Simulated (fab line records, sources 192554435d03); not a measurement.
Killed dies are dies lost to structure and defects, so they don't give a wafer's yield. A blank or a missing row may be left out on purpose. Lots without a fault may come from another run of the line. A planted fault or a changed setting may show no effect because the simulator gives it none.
fab line records | flow n5_finfet
record lots=10 wafers=30 last_day=17
route steps=1938 shown FIN_SAQP@140 FIN_CUT@156 BEOL_M4@1111 PASSIVATION@1936
lots that met no fault: from a run of the same line without faults
start_h: hours from the record's first day to the start of the lot's first wafer shown | wait_h: hours since the lot's step before | " the same as in the row above | L1.1+2: a row that stands for several wafers | - no value, or no start given | * or withheld: withheld | < > ~ a bound
route shown NAME@n: a module of which the file shows steps, and the number in the route of the first | usual: mean/standard deviation of fault-free wafers | same: alike in all rows | chamber/n: place in a boat | sites: the reading at each site | _std_site: their standard deviation | _edge_site: outer sites' mean less inner sites' | radius_mm: how far each site lies from the wafer's centre | mask NAME#n: copy n | behind: the tool/chamber that last shaped the wafer | hold: why the lot was held/for how many hours/how that ended | device: the transistor (n, p or np) that didn't switch | end of line: the same wafers' tests at the end of the route | a step without rows: its recipe alone | killed: dies lost to structure and defects at the first sort, not the wafer's yield | map: a wafer's dies, x killed, . not, _ none there
set.NAME: the setting as run; set.NAME@STEP: as run at that earlier step | model.NAME: the simulator's own value behind a step, which no gauge read
steps of the route over a sample of lots; a table a step, a row a wafer
services: from which hour (start_h, from the record's first day; less than 0 if before it) a tool's chamber was out of use, for how many hours, and why
## steps
# step N5_FIN_SAQP_MANDREL2_REMOVE_60
# recipe chemistry=HBr/Cl2/O2 bt_time_s=10 target=a-Si stop_on=SiNx endpoint=OES-SiCl over_etch_frac=1 icp_w=600 bias_w=22 HBr_flow_sccm=150 Cl2_flow_sccm=80 O2_flow_sccm=5 pressure_mtorr=10
# usual HBr_flow_sccm=150.0/0.42 O2_flow_sccm=4.998/0.015 drypump_motor_current_A=5.77/0.28 oes_product_au=0.999/0.016 throttle_valve_pct=36.63/0.28
# columns lot.wafer tool chamber start_h wait_h HBr_flow_sccm O2_flow_sccm drypump_motor_current_A oes_product_au rf_hours_counter_h throttle_valve_pct
L240.3 rie_si-04 1 41.85 0.1 149.6 4.982 5.47 1.004 26 36.33
L240.4 " 1 " " 149.5 4.985 5.46 0.998 - 36.32
L240.5 " 3 " " 149.9 5.006 5.88 0.994 - 36.84
L241.3 rie_si-02 1 43.03 0.1 150.2 5.000 5.18 1.000 40 37.24
L241.5 " 1 " " 149.9 5.004 5.21 0.999 - 37.26
L241.6 " 0 " " 150.5 4.995 6.04 0.957 - 36.53
L243.1 rie_si-04 2 56.87 0.1 149.9 5.001 6.01 1.013 66 36.68
L243.3 " 3 " " 150.3 5.011 5.88 1.009 95 36.84
L243.4 " 1 " " 150.2 5.002 5.46 1.003 - 36.34
L245.2 rie_si-04 1 68.77 0.1 149.6 4.991 5.48 0.999 27 36.34
L245.5 " 0 " " 149.5 5.011 5.61 0.984 - 36.31
L245.6 " 3 " " 149.5 4.978 5.89 1.002 - 36.83
L247.1 rie_si-02 0 86.45 0.1 149.9 5.022 5.99 0.965 84 36.54
L247.4 " 2 " " 150.1 5.012 5.89 0.989 121 36.62
L247.6 " 1 " " 149.4 5.015 5.21 0.991 - 37.25
L249.3 rie_si-06 2 92.60 0.1 150.2 4.975 6.34 1.017 55 36.67
L249.5 " 0 " " 150.6 5.007 5.75 1.011 - 36.19
L249.6 " 2 " " 150.5 4.975 6.35 1.003 - 36.64
L251.1 rie_si-02 2 104.71 0.1 150.3 5.025 5.82 0.996 121 36.62
L251.3 " 3 " " 150.4 4.988 5.61 0.985 79 36.45
L251.6 " 3 " " 150.2 4.992 5.63 0.990 - 36.45
L256.2 rie_si-06 2 136.74 0.1 149.6 4.980 6.34 1.012 56 36.65
L256.3 " 1 " " 149.8 4.967 5.80 0.996 23 36.70
L256.4 " 0 " " 149.5 5.014 5.74 1.016 49 36.18
L260.3 rie_si-02 0 158.21 0.1 149.1 5.002 6.00 0.969 86 36.52
L260.5 " 1 " " 150.3 5.019 5.22 0.999 - 37.26
L260.6 " 0 " " 149.1 5.008 5.98 0.963 - 36.52
L261.1 rie_si-02 0 163.50 0.1 149.5 5.002 6.00 0.964 86 36.52
L261.3 " 1 " " 150.3 5.002 5.21 1.006 42 37.27
L261.5 " 0 " " 149.6 5.005 6.00 0.968 - 36.50
# step N5_FIN_SAQP_CD_MEAS_31
# recipe target_cd_nm=8 landing_energy_ev=1000 detector=se_inlens polarity=line
# usual cd_nm=8.09/0.22
# columns lot.wafer tool chamber start_h wait_h cd_nm
L240.3 cd_sem-02 0 41.97 0.1 7.81
L240.4 " 0 " " 8.32
L240.5 " 0 " " 7.84
L241.3 cd_sem-02 0 43.15 0.1 8.37
L241.5 " 0 " " 8.15
L241.6 " 0 " " 8.13
L243.1 cd_sem-01 0 56.98 0.1 8.24
L243.3 " 0 " " 8.23
L243.4 " 0 " " 8.32
L245.2 cd_sem-01 0 68.88 0.1 8.00
L245.5 " 0 " " 8.29
L245.6 " 0 " " 8.28
L247.1 cd_sem-01 0 86.55 0.1 7.78
L247.4 " 0 " " 8.24
L247.6 " 0 " " 8.10
L249.3 cd_sem-02 0 92.72 0.1 7.97
L249.5 " 0 " " 7.89
L249.6 " 0 " " 8.11
L251.1 cd_sem-03 0 104.82 0.1 7.87
L251.3 " 0 " " 8.09
L251.6 " 0 " " 8.09
L256.2 cd_sem-02 0 136.85 0.1 8.20
L256.3 " 0 " " 7.98
L256.4 " 0 " " 8.08
L260.3 cd_sem-03 0 158.33 0.1 8.17
L260.5 " 0 " " 7.88
L260.6 " 0 " " 7.85
L261.1 cd_sem-01 0 163.61 0.1 8.43
L261.3 " 0 " " 8.13
L261.5 " 0 " " 8.10
# step N5_FIN_SAQP_OCD_MEAS_76
# usual trench_depth_nm=120.3/2
# columns lot.wafer tool chamber start_h wait_h trench_depth_nm
L240.3 ocd-01 - 42.52 0.0 115.7
L240.4 " - " " 119.0
L240.5 " - " " 120.6
L241.3 ocd-02 - 43.70 0.0 120.8
L241.5 " - " " 118.4
L241.6 " - " " 121.5
L243.1 ocd-02 - 57.54 0.0 119.8
L243.3 " - " " 120.9
L243.4 " - " " 116.0
L245.2 ocd-02 - 69.44 0.0 120.5
L245.5 " - " " 120.6
L245.6 " - " " 120.4
L247.1 ocd-02 - 87.15 0.0 115.9
L247.4 " - " " 121.3
L247.6 " - " " 115.5
L249.3 ocd-01 - 93.39 0.0 120.8
L249.5 " - " " 121.1
L249.6 " - " " 121.5
L251.1 ocd-02 - 105.38 0.0 122.8
L251.3 " - " " 123.3
L251.6 " - " " 121.2
L256.2 ocd-01 - 137.42 0.0 118.5
L256.3 " - " " 122.0
L256.4 " - " " 121.0
L260.3 ocd-02 - 158.90 0.0 121.8
L260.5 " - " " 120.4
L260.6 " - " " 120.7
L261.1 ocd-01 - 164.16 0.0 119.3
L261.3 " - " " 120.4
L261.5 " - " " 120.3
# step N5_FIN_CUT_COAT_29
# recipe resist=underlayer temp_c=205 time_s=60 spin_rpm=1500 resist_thk_nm=10
# usual spin_speed_rpm=1500.0/0.93
# columns lot.wafer tool chamber start_h wait_h spin_speed_rpm
L240.3 litho_track-04 0 42.59 - 1500.1
L240.4 " 0 " " 1500.4
L240.5 " 0 " " 1500.1
L241.3 litho_track-05 0 43.76 - 1500.2
L241.5 " 0 " " 1499.8
L241.6 " 0 " " 1501.0
L243.1 litho_track-05 0 57.60 - 1500.1
L243.3 " 0 " " 1500.1
L243.4 " 0 " " 1499.0
L245.2 litho_track-05 0 69.50 - 1498.7
L245.5 " 0 " " 1499.8
L245.6 " 0 " " 1500.3
L247.1 litho_track-04 0 87.22 - 1500.3
L247.4 " 0 " " 1501.0
L247.6 " 0 " " 1499.4
L249.3 litho_track-05 0 93.45 - 1499.3
L249.5 " 0 " " 1500.0
L249.6 " 0 " " 1499.6
L251.1 litho_track-03 0 105.45 - 1497.7
L251.3 " 0 " " 1499.5
L251.6 " 0 " " 1501.9
L256.2 litho_track-04 0 137.48 - 1555.7
L256.3 " 0 " " 1554.9
L256.4 " 0 " " 1553.9
L260.3 litho_track-04 0 158.96 - 1553.1
L260.5 " 0 " " 1554.8
L260.6 " 0 " " 1553.4
L261.1 litho_track-03 0 164.23 - 1499.3
L261.3 " 0 " " 1500.0
L261.5 " 0 " " 1500.4
# step N5_BEOL_M4_RC_MEAS_101
# usual DIBL_N=36.0/1.7 DIBL_P=35.8/2 IOFF_N=0.15/0.03 IOFF_P=0.20/0.037 ION_N=670/12 ION_P=460/7.2 SS_N=71.5/0.68 SS_P=73.2/0.65 VT_N=250/3.1 VT_P=-251/3.4
# columns lot.wafer tool chamber start_h wait_h DIBL_N[mV/V] DIBL_P[mV/V] IOFF_N[nA/um] IOFF_P[nA/um] ION_N[uA/um] ION_P[uA/um] SS_N[mV/dec] SS_P[mV/dec] VT_N[mV] VT_P[mV]
L241.3 prober-02 0 177.73 0.3 38.8 39.1 0.20 0.28 671 463 72.0 74.1 246 -244
L241.5 " 0 " " 37.2 37.0 0.16 0.22 664 459 71.6 72.7 249 -247
L241.6 " 0 " " 36.9 35.8 0.14 0.21 667 460 72.1 73.2 250 -250
L240.3 prober-01 0 180.80 0.3 34.3 33.3 0.12 0.16 668 456 71.9 72.0 251 -252
L240.4 " 0 " " 35.8 34.4 0.15 0.17 677 457 72.1 72.7 247 -253
L240.5 " 0 " " 36.6 34.3 0.15 0.16 646 440 72.3 72.8 252 -253
L243.1 prober-02 0 200.82 0.0 33.1 33.7 0.12 0.15 662 454 71.1 73.2 252 -255
L243.3 " 0 " " 35.5 36.5 0.16 0.18 666 449 71.8 73.2 248 -254
L243.4 " 0 " " 34.2 35.5 0.14 0.18 682 469 71.3 72.5 251 -255
L245.2 prober-01 0 209.11 0.2 35.7 36.3 0.16 0.19 681 459 71.7 72.8 247 -252
L245.5 " 0 " " 35.9 36.5 0.15 0.20 674 467 72.2 74.3 252 -252
L245.6 " 0 " " 37.4 38.2 0.19 0.23 689 471 73.0 73.7 248 -251
L247.1 prober-02 0 231.14 0.0 36.1 34.8 0.18 0.23 668 458 71.5 73.4 247 -249
L247.4 " 0 " " 35.6 35.0 0.16 0.23 691 471 71.1 73.6 248 -247
L247.6 " 0 " " 36.9 34.9 0.18 0.23 671 458 72.4 73.5 250 -247
L249.3 prober-01 0 243.92 0.3 36.8 34.2 0.14 0.19 658 453 71.7 73.1 256 -252
L249.5 " 0 " " 37.1 35.8 0.15 0.21 674 468 72.0 72.4 251 -251
L249.6 " 0 " " 38.4 37.2 0.17 0.24 674 468 71.9 74.4 250 -248
L251.1 prober-01 0 255.01 0.0 36.2 35.7 0.14 0.19 658 453 71.2 72.7 252 -252
L251.3 " 0 " " 35.2 35.6 0.14 0.20 684 470 71.1 73.4 250 -250
L251.6 " 0 " " 35.0 34.7 0.12 0.18 655 460 70.1 72.7 254 -251
L256.2 prober-01 0 274.55 0.2 37.5 38.7 0.19 0.21 678 456 72.3 73.8 251 -252
L256.3 " 0 " " 34.2 34.3 0.12 0.15 670 455 71.8 73.0 255 -259
L256.4 " 0 " " 33.3 33.9 0.11 0.14 655 443 71.4 72.8 255 -259
L260.3 prober-02 0 305.41 0.3 34.7 33.1 0.14 0.17 671 462 71.1 72.5 248 -253
L260.5 " 0 " " 35.7 35.3 0.15 0.20 684 465 70.8 73.3 247 -252
L260.6 " 0 " " 37.3 35.7 0.17 0.21 665 457 71.3 72.6 248 -250
L261.1 prober-02 0 317.11 0.0 36.1 37.4 0.16 0.21 685 467 71.8 73.0 251 -252
L261.3 " 0 " " 32.9 33.9 0.12 0.17 672 457 70.4 72.3 252 -252
L261.5 " 0 " " 36.1 37.3 0.16 0.20 681 460 71.1 73.9 249 -253
# step N5_PASSIVATION_PROBE_49
# usual defect_limited_yield=91.4/1.5 killed_at_M0_to_M3=32/9.8 killed_at_M4_up=15/5.6 killed_at_contacts=12/5.4 killed_at_front_end=40/13 killed_at_other=3.0/2.1 killed_dies=102/17 killed_on_rim=14/4.4 killed_open=67/13 killed_short=32/7.1 sort_bin_5_function=5.1/0.96 sort_bin_6_memory=3.2/0.7 sort_bin_8_speed=0.0/0.3 sort_n_pass=1078/18 sort_yield_pct=91.3/1.5
# same gross_dies=1180 killed_at_back_side=0 sort_bin_4_leakage[%]=0
# columns lot.wafer tool chamber start_h wait_h defect_limited_yield[%] killed_at_M0_to_M3 killed_at_M4_up killed_at_contacts killed_at_front_end killed_at_other killed_dies killed_on_rim killed_open killed_short sort_bin_5_function[%] sort_bin_6_memory[%] sort_bin_8_speed[%] sort_n_pass sort_yield_pct[%]
L241.3 prober-02 - 289.88 0.1 91.4 38 21 17 24 1 101 11 66 33 4.4 3.9 0 1079 91.4
L241.5 prober-02 - 289.98 0.2 91.6 33 14 10 38 4 99 14 61 34 4.2 4.2 0 1081 91.6
L241.6 prober-02 - 290.03 0.3 90.4 34 17 25 35 2 113 14 77 32 5.9 3.4 0 1067 90.4
L243.1 prober-02 - 312.98 0.0 92.7 20 20 21 16 9 86 13 54 31 4.2 2.8 0 1094 92.7
L243.3 prober-02 - 313.08 0.1 92.2 28 17 15 27 5 92 5 63 28 4.8 2.6 0 1088 92.2
L243.4 prober-02 - 313.13 0.2 91.6 24 13 23 35 4 99 14 66 33 5.2 2.9 0 1081 91.6
L251.1 prober-02 - 359.80 0.0 91.4 36 14 13 38 1 102 17 73 28 4.8 3.5 0 1078 91.4
L251.3 prober-02 - 359.90 0.1 92.6 32 14 7 31 3 87 11 59 27 4.2 2.9 0 1093 92.6
L251.6 prober-02 - 360.05 0.3 91.4 21 19 5 54 2 101 12 71 26 5.2 3.0 0 1079 91.4
L256.2 prober-01 - 370.30 0.1 90.8 26 9 11 56 6 108 17 57 50 5.7 3.3 0 1072 90.8
L256.3 prober-01 - 370.35 0.1 91.3 40 6 20 33 4 103 21 70 28 5.1 3.5 0 1077 91.3
L256.4 prober-01 - 370.40 0.2 91.7 28 15 7 42 6 98 10 63 26 5.3 2.5 0 1082 91.7
# killed by level:class
L241.3 BEOL_M3:geometric_particle:open=16 MOL_CONTACT_COAG:geometric_particle:open=14 BEOL_M0_SAQP:geometric_particle:short=6 BEOL_M4:geometric_particle:open=6 FIN_SAQP:geometric_particle:short=5 STI_FIN_REVEAL:geometric_particle:open=5 BEOL_M0_SAQP:geometric_particle:open=5 GATE_CUT:geometric_particle:short=4
L241.5 FIN_SAQP:geometric_particle:open=8 FIN_SAQP:geometric_particle:short=7 GATE_CUT:geometric_particle:short=6 BEOL_M0_SAQP:geometric_particle:short=6 BEOL_M3:geometric_particle:open=6 STARTING-WAFER:geometric_particle:open=6 MOL_CONTACT_COAG:geometric_particle:open=5 BEOL_M7:geometric_particle:open=5
L241.6 MOL_CONTACT_COAG:geometric_particle:open=18 FIN_SAQP:geometric_particle:open=9 BEOL_M3:geometric_particle:open=7 BEOL_M0_SAQP:geometric_particle:short=6 FIN_SAQP:geometric_particle:short=5 BEOL_M0_SAQP:geometric_particle:open=5 BEOL_M2:geometric_particle:open=5 STI_FIN_REVEAL:geometric_particle:open=4
L243.1 MOL_CONTACT_COAG:geometric_particle:open=18 BEOL_M4:geometric_particle:open=11 BEOL_M0_SAQP:geometric_particle:short=10 PASS1_DEP:geometric_particle:short=5 FIN_SAQP:geometric_particle:open=4 GATE_CUT:geometric_particle:short=4 MOL_CONTACT_COAG:geometric_particle:short=3 BEOL_M0_SAQP:geometric_particle:open=3
L243.3 MOL_CONTACT_COAG:geometric_particle:open=14 BEOL_M4:geometric_particle:open=9 BEOL_M0_SAQP:geometric_particle:open=7 BEOL_M0_SAQP:geometric_particle:short=6 BEOL_M1:geometric_particle:open=6 BEOL_M4:geometric_particle:short=5 STARTING-WAFER:geometric_particle:open=5 BEOL_M0:geometric_particle:open=4
L243.4 MOL_CONTACT_COAG:geometric_particle:open=17 BEOL_M4:geometric_particle:open=9 FIN_SAQP:geometric_particle:open=7 ILD0:geometric_particle:short=6 MOL_CONTACT_COAG:geometric_particle:short=6 FIN_SAQP:geometric_particle:short=5 BEOL_M0:geometric_particle:open=5 ILD0:geometric_particle:open=4
L251.1 BEOL_M0_SAQP:geometric_particle:open=12 MOL_CONTACT_COAG:geometric_particle:open=11 BEOL_M3:geometric_particle:open=8 STI_FIN_REVEAL:geometric_particle:open=7 GATE_CUT:geometric_particle:short=7 BEOL_M0_SAQP:geometric_particle:short=7 FIN_SAQP:geometric_particle:short=5 BEOL_M4:geometric_particle:open=5
L251.3 FIN_SAQP:geometric_particle:open=11 BEOL_M3:geometric_particle:open=9 BEOL_M2:geometric_particle:open=7 BEOL_M4:geometric_particle:open=7 MOL_CONTACT_COAG:geometric_particle:open=6 BEOL_M2:geometric_particle:short=6 STI_FIN_REVEAL:geometric_particle:open=4 GATE_CUT:geometric_particle:short=4
L251.6 FIN_SAQP:geometric_particle:open=13 STI_FIN_REVEAL:geometric_particle:open=11 BEOL_M3:geometric_particle:open=8 BEOL_M4:geometric_particle:open=7 GATE_CUT:geometric_particle:open=5 GATE_CUT:geometric_particle:short=5 MOL_CONTACT_COAG:geometric_particle:open=4 BEOL_M6:geometric_particle:open=4
L256.2 FIN_SAQP:geometric_particle:short=18 FIN_SAQP:geometric_particle:open=15 BEOL_M1:geometric_particle:open=11 MOL_CONTACT_COAG:geometric_particle:open=7 STI_FIN_REVEAL:geometric_particle:open=5 MOL_CONTACT_COAG:geometric_particle:short=4 STARTING-WAFER:geometric_particle:short=4 GATE_CUT:geometric_particle:short=3
L256.3 MOL_CONTACT_COAG:geometric_particle:open=20 BEOL_M2:geometric_particle:open=17 BEOL_M3:geometric_particle:open=6 FIN_SAQP:geometric_particle:short=5 STI_FIN_REVEAL:geometric_particle:open=5 FIN_SAQP:geometric_particle:open=4 STARTING-WAFER:geometric_particle:short=4 BEOL_M1:geometric_particle:open=4
L256.4 STI_FIN_REVEAL:geometric_particle:open=11 BEOL_M2:geometric_particle:open=8 BEOL_M0_SAQP:geometric_particle:open=7 MOL_CONTACT_COAG:geometric_particle:open=6 FIN_SAQP:geometric_particle:open=5 BEOL_M0_SAQP:geometric_particle:short=5 DUMMY_GATE:geometric_particle:open=5 HKMG_FIN:area_etch=5
## services
# columns tool chamber start_h hours kind
rie_si-02 1 60.39 3.9 repair
rie_si-06 3 79.62 - clean
rie_si-06 3 79.62 18.7 scheduled_down
rie_si-06 3 79.62 18.7 vent_cycle
litho_track-04 - 112.93 - consumable_replace:filter
rie_si-02 - 131.47 0.4 repair
rie_si-04 2 157.17 3.0 repair
## key
first_sign step=N5_FIN_CUT_COAT_29 reading=spin_speed_rpm direction=up sigmas=59 usual=* struck=*
effect none on later readings
met_at N5_FIN_CUT_COAT_29
struck_lots L256,L260
not_acting_at N5_FIN_SAQP_MANDREL2_REMOVE_60,N5_FIN_SAQP_CD_MEAS_31,N5_FIN_SAQP_OCD_MEAS_76
onset_between 87.22 137.48
fault kind=process_parameter_drift tool=litho_track-04 chamber=- onset_h=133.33 steps=N5_FIN_CUT_COAT_29 channel=spin_rpm offset=* shape=step end_h=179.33 acts_in=* stated=*
